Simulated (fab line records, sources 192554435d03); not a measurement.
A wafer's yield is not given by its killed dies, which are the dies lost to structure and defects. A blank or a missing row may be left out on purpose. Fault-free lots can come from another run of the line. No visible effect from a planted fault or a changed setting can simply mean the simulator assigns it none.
The tool behind it: which one? -- flow n5-finfet -- 27 wafers from 9 lots sampled at 2 of the route's 1938 steps

== WHAT THE GAUGES READ, wafer by wafer ==
N5_BEOL_M1_THK_MEAS_53: measures by xrf.
lot,measured,on,M1_THK (nm)
L453,day 6 17:16,film-metro-02,40.8 39.7 41.1
L456,day 7 06:00,film-metro-02,40.5 41.3 40.2
L457,day 7 21:32,film-metro-02,40.5 41.8 41.5
L459,day 7 23:59,film-metro-02,41.5 41.3 41.8
L460,day 8 05:39,film-metro-01,39.4 40.6 39.8
L470,day 10 21:05,film-metro-02,39.2 39.6 41.2
L473,day 12 00:44,film-metro-02,39.8 40.4 42.1
L474,day 12 06:31,film-metro-01,37.4 39.9 38.8
L475,day 12 16:33,film-metro-02,39.8 39.3 41.0

== TOOL THAT RAN EACH LOT (tool first, then ch and the chambers of the sampled wafers, then the start) ==
lot,N5_BEOL_M1_SPUTTER_96
L453,"pvd-sputter-02, day 6 16:20"
L456,"pvd-sputter-01, day 7 05:12"
L457,"pvd-sputter-01, day 7 20:43"
L459,"pvd-sputter-01, day 7 23:11"
L460,"pvd-sputter-01, day 8 04:51"
L470,"pvd-sputter-01, day 10 20:18"
L473,"pvd-sputter-01, day 11 23:57"
L474,"pvd-sputter-01, day 12 05:44"
L475,"pvd-sputter-03, day 12 15:29"
- N5_BEOL_M1_SPUTTER_96: material Cu, target thk 4.5 nm, time 8.29 s.

== THE ANSWER, worked out from the rows above alone ==
Rule: usual is defined by the lots themselves. Put in order of their means at a reading, lots are off if they are a third of the lots or fewer, leave a main group of 4 or more, and stand apart from it by a gap of 3 or more times the standard deviation of the main group's means; of several such gaps the widest counts. If all means in a main group match to the digits the tables above print for the reading, that group is not used. A lot without any number at a reading at which 4 lots or more have one is off too. The other lots that the step has rows for count as sound.
Across all readings shown, no lot is off: no conclusion can be drawn from this.

== WHAT HAD BEEN PUT IN BY THE SIMULATOR ==
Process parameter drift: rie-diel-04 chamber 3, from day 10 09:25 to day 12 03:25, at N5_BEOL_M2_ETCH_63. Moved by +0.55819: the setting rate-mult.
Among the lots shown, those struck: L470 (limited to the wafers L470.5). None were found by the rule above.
